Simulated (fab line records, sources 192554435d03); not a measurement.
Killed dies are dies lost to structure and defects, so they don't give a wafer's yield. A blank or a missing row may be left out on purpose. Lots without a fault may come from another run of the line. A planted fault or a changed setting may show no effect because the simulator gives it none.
Split-lot experiment | flow n5_finfet | 7 lots, 21 wafers read, on a route of 1938 steps

THE SPLIT
At N5_BEOL_M14_SPUTTER_43 (material TaN, target thk 15 nm, time 24.19 s), the setting time_s was moved away from the recipe's 24.19 s on 10 of the 21 wafers read, by -12.7% to +13.5%. The other wafers ran this setting at the recipe's value.

The reading is taken at the split's own step.

THE READING
TaN_of_BEOL_M14_SPUTTER_43.thk_nm (the simulator's own value, which no gauge read), in nm, at N5_BEOL_M14_SPUTTER_43 (material TaN, target thk 15 nm, time 24.19 s). The file gives no usual value for it. The 11 wafers here that ran the recipe average 15.1 nm, standard deviation 0.15 nm.

wafer  | tool, chamber at the split | time_s as run, s | against the recipe | TaN_of_BEOL_M14_SPUTTER_43.thk_nm, nm | against lot-mates on the recipe
L075.2 | pvd_sputter-03, -          | 24.19            | recipe             | 15                                    | -
L075.5 | pvd_sputter-03, -          | 24.19            | recipe             | 15.2                                  | -
L075.6 | pvd_sputter-03, -          | 24.19            | recipe             | 15.2                                  | -
L081.2 | pvd_sputter-03, -          | 22.91            | -5.3%              | 14.2                                  | no lot-mate on the recipe
L081.3 | pvd_sputter-03, -          | 22.91            | -5.3%              | 14.2                                  | no lot-mate on the recipe
L081.6 | pvd_sputter-03, -          | 22.91            | -5.3%              | 14.2                                  | no lot-mate on the recipe
L083.1 | pvd_sputter-03, -          | 27.45            | +13.5%             | 17.4                                  | +2.2
L083.5 | pvd_sputter-03, -          | 27.45            | +13.5%             | 17.4                                  | +2.2
L083.4 | pvd_sputter-03, -          | 24.19            | recipe             | 15.2                                  | -
L085.2 | pvd_sputter-01, -          | 24.19            | recipe             | 14.8                                  | -
L085.5 | pvd_sputter-01, -          | 24.19            | recipe             | 14.8                                  | -
L085.6 | pvd_sputter-01, -          | 24.19            | recipe             | 15.2                                  | -
L087.3 | pvd_sputter-01, -          | 24.19            | recipe             | 15.2                                  | -
L087.5 | pvd_sputter-01, -          | 24.19            | recipe             | 15                                    | -
L087.6 | pvd_sputter-01, -          | 22.09            | -8.7%              | 13.6                                  | -1.5
L094.3 | pvd_sputter-02, -          | 21.12            | -12.7%             | 13.2                                  | no lot-mate on the recipe
L094.5 | pvd_sputter-02, -          | 21.12            | -12.7%             | 13.2                                  | no lot-mate on the recipe
L094.6 | pvd_sputter-02, -          | 21.12            | -12.7%             | 13.2                                  | no lot-mate on the recipe
L095.1 | pvd_sputter-01, -          | 24.19            | recipe             | 15                                    | -
L095.4 | pvd_sputter-01, -          | 24.19            | recipe             | 15                                    | -
L095.5 | pvd_sputter-01, -          | 25.55            | +5.6%              | 15.6                                  | +0.6

THE FIT
A straight line over all 21 wafers: TaN_of_BEOL_M14_SPUTTER_43.thk_nm changes by +0.158 nm for each +1% of time_s; r = +0.99; the points scatter about the line by 0.17 nm.
The same after taking each lot's own level away (the mean of its wafers on the recipe; 15 wafers): +0.162 nm for each +1%; r = +0.99; scatter 0.14 nm.
On that fit, the largest move of time_s shifts the reading by 2.2 nm.
The lots' own levels span 14.93 to 15.20 nm, that is 1.8 times the standard deviation above.
So the lot-to-lot level changes the slope little: the two slopes agree.
Check: with one of the wafers moved furthest among these (+13.5%) left out of the fit, the line predicts +2.14 nm for it against its lot-mates. It came out at +2.2 nm against them.

OTHER SPLITS ON THESE WAFERS
These wafers also went through other splits before the reading. Each is held against what the fit with the lots' levels taken away leaves over:
other split on the same wafers    | wafers away from the commonest value | r with TaN_of_BEOL_M14_SPUTTER_43.thk_nm (lot level and that fit taken away)
N5_BEOL_M12_EXPOSE_07 dose_mj     | 7                                    | +0.36
N5_BEOL_M14_TRENCH_ETCH_34 bias_w | 8                                    | -0.10

THE FILE'S OWN FIT
TaN_of_BEOL_M14_SPUTTER_43.thk_nm changes by +0.16 nm for each +1% of time_s, r = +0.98.
